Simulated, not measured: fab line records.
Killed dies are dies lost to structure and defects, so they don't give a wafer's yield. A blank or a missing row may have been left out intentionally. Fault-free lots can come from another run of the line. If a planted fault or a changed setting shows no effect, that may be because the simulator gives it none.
What tool caused it?	flow nand harc	72 wafers from 24 lots sampled at 3 of the route's 1159 steps

== WHAT EACH GAUGE READ, for each wafer ==
NHARC_A_CONTACT_INSPECT_23.
lot	measured	on	raw defect count
L075	day 17 06:26	defect inspect-01	334 466 377
L074	day 17 07:56	defect inspect-01	356 541 369
L076	day 17 08:41	defect inspect-02	576 360 323
L077	day 17 13:34	defect inspect-02	257 272 376
L078	day 18 06:22	defect inspect-02	436 360 353
L080	day 19 00:40	defect inspect-01	310 384 284
L079	day 19 01:25	defect inspect-02	280 490 383
L083	day 19 08:16	defect inspect-02	496 342 472
L082	day 19 09:25	defect inspect-02	400 369 389
L081	day 19 10:35	defect inspect-02	306 360 363
L084	day 19 15:38	defect inspect-01	518 622 365
L085	day 20 03:41	defect inspect-01	504 450 461
L086	day 20 07:17	defect inspect-02	348 383 602
L087	day 20 12:19	defect inspect-01	452 444 423
L089	day 21 03:58	defect inspect-01	734 315 436
L091	day 21 16:55	defect inspect-01	295 252 364
L088	day 21 18:13	defect inspect-02	310 316 469
L090	day 21 20:50	defect inspect-01	282 301 449
L093	day 21 23:13	defect inspect-02	487 297 332
L092	day 21 23:31	defect inspect-02	351 448 436
L096	day 22 08:21	defect inspect-02	522 372 701
L094	day 22 09:25	defect inspect-01	382 519 390
L095	day 22 15:23	defect inspect-02	473 290 465
L097	day 23 03:26	defect inspect-01	393 300 387

NHARC_A_BLC_OVL_MEAS_11.
lot	measured	on	overlay x nm (nm)	overlay y nm (nm)
L075	day 17 06:55	overlay-02	-0.7 -0.8 -0.9	-0.9 -1.3 -1.2
L074	day 17 08:31	overlay-01	0.6 0.4 0.6	-1.2 -1.6 -1.1
L076	day 17 09:16	overlay-01	0.3 0.0 0.3	-0.6 -1.0 0.0
L077	day 17 14:10	overlay-01	-1.4 -1.6 -1.9	-0.4 -0.5 -0.7
L078	day 18 06:50	overlay-01	0.1 1.1 0.2	-0.4 -0.3 -0.7
L080	day 19 01:16	overlay-02	-0.7 -0.1 -0.3	-1.0 -0.7 -0.9
L079	day 19 02:01	overlay-01	0.1 -0.8 0.1	1.1 1.4 1.5
L083	day 19 08:52	overlay-02	0.4 0.6 0.2	0.2 0.0 0.7
L082	day 19 09:53	overlay-01	-1.1 -1.3 -0.8	-0.3 -0.4 0.2
L081	day 19 11:04	overlay-01	1.5 1.2 1.3	0.7 0.6 1.3
L084	day 19 16:14	overlay-02	-0.6 -0.9 -0.8	-1.7 -1.1 -1.6
L085	day 20 04:17	overlay-02	-0.3 -0.8 -1.2	-0.4 -0.2 -0.5
L086	day 20 07:53	overlay-01	0.7 0.4 0.8	0.6 0.6 0.8
L087	day 20 12:55	overlay-01	-0.1 0.1 0.2	0.8 1.3 1.5
L089	day 21 04:34	overlay-02	-0.7 -0.8 0.0	1.2 0.7 0.6
L091	day 21 17:31	overlay-02	0.8 0.8 -0.1	-1.2 -1.0 -1.2
L088	day 21 18:49	overlay-01	-0.4 0.0 0.2	0.1 0.4 0.2
L090	day 21 21:26	overlay-01	0.0 -0.1 0.1	-0.9 -1.2 -1.8
L093	day 21 23:49	overlay-01	0.3 0.5 0.9	0.8 0.3 0.7
L092	day 22 00:07	overlay-02	0.0 -0.2 -0.2	-0.5 -0.3 0.0
L096	day 22 08:56	overlay-02	0.0 0.4 -0.2	1.1 0.8 0.7
L094	day 22 09:53	overlay-01	-0.7 -1.0 -0.6	0.1 -0.2 -0.1
L095	day 22 15:52	overlay-01	1.0 1.4 0.4	-1.3 -2.0 -1.3
L097	day 23 03:55	overlay-01	-1.5 -1.9 -1.5	-1.0 -0.7 -0.6

NHARC_A_M0_OVL_MEAS_10: pitch 160 nm.
lot	measured	on	overlay x nm (nm)	overlay y nm (nm)
L075	day 17 13:55	overlay-02	0.0 0.4 0.7	0.6 1.2 1.6
L074	day 17 18:32	overlay-01	0.7 0.1 0.6	0.4 0.0 0.3
L076	day 17 19:45	overlay-02	-0.4 0.0 -1.1	-0.5 -0.1 -0.8
L077	day 18 00:02	overlay-01	0.5 0.0 0.2	-1.2 -0.9 -0.3
L078	day 18 11:11	overlay-02	0.0 0.5 0.2	0.0 -0.2 0.4
L080	day 19 08:27	overlay-01	-0.5 -0.5 -0.5	0.3 0.5 0.4
L079	day 19 09:46	overlay-02	-0.5 -0.9 -0.1	0.8 0.7 0.7
L083	day 19 12:49	overlay-02	-0.3 -0.1 -0.4	-1.5 -1.1 -1.0
L082	day 19 13:58	overlay-02	-0.8 -0.6 -1.0	0.9 0.6 0.3
L081	day 19 15:14	overlay-02	1.7 1.0 1.0	-0.3 -0.3 -0.1
L084	day 19 21:55	overlay-02	0.3 -0.8 0.1	1.1 1.5 1.0
L085	day 20 14:06	overlay-01	0.1 0.2 0.1	0.5 -0.1 0.3
L086	day 20 14:15	overlay-02	1.3 1.4 1.0	0.9 1.3 0.4
L087	day 20 20:11	overlay-01	1.1 1.2 0.2	-1.0 -1.3 -0.7
L089	day 21 18:10	overlay-02	0.7 0.9 0.1	-0.3 -1.0 -1.0
L091	day 21 23:17	overlay-01	0.6 0.3 0.3	-0.5 -0.4 -0.8
L088	day 21 23:43	overlay-02	0.3 0.7 0.5	0.2 0.2 0.3
L090	day 22 01:27	overlay-02	-0.7 -0.8 -0.9	1.2 0.7 1.2
L093	day 22 03:50	overlay-01	0.0 0.0 0.2	-1.1 -0.6 -1.0
L092	day 22 04:09	overlay-01	-0.5 0.4 0.0	0.4 1.2 0.4
L096	day 22 14:22	overlay-02	1.3 1.4 0.8	-0.4 -0.5 -0.4
L094	day 22 23:44	overlay-02	-1.0 -1.4 -1.8	1.0 1.1 0.5
L095	day 23 00:14	overlay-01	0.3 0.3 0.4	-1.9 -1.2 -1.1
L097	day 23 07:58	overlay-02	0.8 0.9 0.5	0.3 0.3 0.7

== EACH LOT AND THE TOOL THAT RAN IT (in order: tool; ch and the chambers of the sampled wafers; start) ==
The record holds no process step before these readings.

== AS READ BY THE TOOLS THEMSELVES (means over the sampled wafers that have a number; for cases with no such wafer, the mark the record gives instead) ==
The record holds no such reading with a usual standard deviation.

== THE ANSWER, worked out from the rows above alone ==
Rule: what is usual is taken from the lots themselves. The widest of any qualifying gaps counts: lots, ordered by their means at a reading, are off when they make up no more than a third of the lots, leave a main group of 4 or more, and stand apart from it by 3 or more times the standard deviation of that group's means. If all means in a main group match to the digits the tables above print for the reading, that group is not used. Also off: a lot with no number at a reading for which 4 or more lots have one. The other lots that the step has rows for count as sound. After the gauges, taken in route order, come the tools' own readings; for these a lot's mean is taken, as printed above. The first step at which some lot is off is used, and at that step the reading that is off furthest; a lot without a number counts as furthest.
Nothing can be told from this: no lot is off at any reading shown.

== WHAT THE SIMULATOR HAD INSERTED ==
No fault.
